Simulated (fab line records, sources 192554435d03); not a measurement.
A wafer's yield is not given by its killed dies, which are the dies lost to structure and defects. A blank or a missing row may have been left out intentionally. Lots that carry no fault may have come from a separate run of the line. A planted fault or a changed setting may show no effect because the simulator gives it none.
Comparing a struck lot with a sound one || flow n5Finfet || 36 out of 1938 route steps
Sound: wafers L271.3, L271.4, L271.6. Wafers struck: L277.2, L277.5, L277.6. The cause comes at the end.
Per side, at each step with rows, come the tool, then ch with its chambers, and then its first start. Under that, the readings that differ: sound wafers || struck wafers || difference of the means || sigmas: that difference in standard deviations of wafers without a fault.
alike: readings with means less than 2 such deviations apart, plus words and numbers identical on both sides. not compared: withheld readings, readings lacking a value on some wafer, bounds such as >300 that could conceal the same value, and numbers that have no deviation in the record and whose values overlap.
Wherever a step has rows on one side only, a row that says differs or no value, or a row with sigmas, the two part there. When numbers do not overlap yet have no deviation, they are printed without sigmas and do not part them. A reading missing from all wafers of one side parts the sides only when that side holds two or more wafers.

first, 9 steps without rows for these wafers: N5_WELL_APT_HMDS_01 (time 60 s); N5_WELL_APT_COAT_02 (resist thk 950 nm); N5_WELL_APT_EBR_04; N5_WELL_APT_SOFTBAKE_03 (time 60 s); N5_WELL_APT_EXPOSE_05 (exposes mask NWELL, defocus 0 nm, target cd 200 nm); N5_WELL_APT_PEB_06 (peb time 90 s); N5_WELL_APT_DEVELOP_07 (develop time 45 s); N5_WELL_APT_HARDBAKE_12 (time 120 s); N5_WELL_APT_DESCUM_13 (chemistry O2, time 7.9 s).
N5_WELL_APT_IMPLANT_14:
  sound on implanter-01 ch 0, day 2 07:59; struck on implanter-01 ch 0, day 3 20:14
{"reading": "doseIonsCm2", "sound": "1.4992e+13 1.503e+13 1.5017e+13", "struck": "1.8946e+13 1.8977e+13 1.8945e+13", "difference": "+3.9430e+12", "sigmas": "+99 or more"}
{"reading": "faradayCurrentUA", "sound": "196 182 192", "struck": "250 246 244", "difference": "+57", "sigmas": "+15"}
  alike: beamOnS
then, 25 steps without rows for these wafers: N5_WELL_APT_IMPLANT_15; N5_WELL_APT_STRIP_16 (strips in SPM, time 900 s); N5_WELL_APT_HMDS_18 (time 60 s); N5_WELL_APT_COAT_19 (resist thk 950 nm); N5_WELL_APT_EBR_21; N5_WELL_APT_SOFTBAKE_20 (time 60 s); N5_WELL_APT_EXPOSE_22 (exposes mask PWELL, defocus 0 nm, target cd 200 nm); N5_WELL_APT_PEB_23 (peb time 90 s); N5_WELL_APT_DEVELOP_24 (develop time 45 s); N5_WELL_APT_HARDBAKE_29 (time 120 s); N5_WELL_APT_DESCUM_30 (chemistry O2, time 7.9 s); N5_WELL_APT_IMPLANT_31; N5_WELL_APT_IMPLANT_32; N5_WELL_APT_STRIP_33 (strips in SPM, time 900 s); N5_WELL_APT_RTA_34 (time 10 s); N5_WELL_APT_OXIDE_STRIP_42 (strips SiO2 in dHF, time 45 s, target depth 12 nm); N5_WELL_APT_PRECLEAN_36 (cleans in O3/DIW, time 45 s); N5_WELL_APT_PRECLEAN_39 (cleans in dHF, time 60 s); N5_WELL_APT_SRD_37 (time 30 s); N5_WELL_APT_EPI_41 (deposits Si from SiH4/H2, target thk 50 nm, time 297.7 s); N5_PMOS_HMC_CHANNEL_EPI_HM_DEP_34 (deposits SiO2 from TEOS/O2, target thk 36 nm, time 6.9 s); N5_PMOS_HMC_CHANNEL_EPI_COAT_31 (time 60 s, resist thk 66 nm); N5_PMOS_HMC_CHANNEL_EPI_COAT_03 (resist thk 205 nm); N5_PMOS_HMC_CHANNEL_EPI_EBR_05; N5_PMOS_HMC_CHANNEL_EPI_SOFTBAKE_04 (time 60 s).
-- record jumps: 7 days separate the struck wafers' starts on either side; left off in module PMOS_HMC_CHANNEL_EPI, taken up again in module BEOL_M4, whose first shown step is the route's number 1111 --
N5_BEOL_M4_RC_MEAS_101:
  sound on prober-02 ch 0, day 9 09:29; struck on prober-02 ch 0, day 10 18:28
{"reading": "RS_NWELL (ohm/sq)", "sound": "1038 1036 1035", "struck": "917 910 899", "difference": -128, "sigmas": -21}
  alike: DIBL_N, DIBL_P, IOFF_N, IOFF_P, ION_N, ION_P, SS_N, SS_P, VT_N, VT_P

WHERE THEY PART
At N5_WELL_APT_IMPLANT_14 first; at N5_BEOL_M4_RC_MEAS_101 last (within this record only).

WHY: what had been put in by the simulator
Drift in process parameters on implanter-01 at N5_WELL_APT_IMPLANT_14, starting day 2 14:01. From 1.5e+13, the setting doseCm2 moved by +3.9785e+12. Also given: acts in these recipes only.
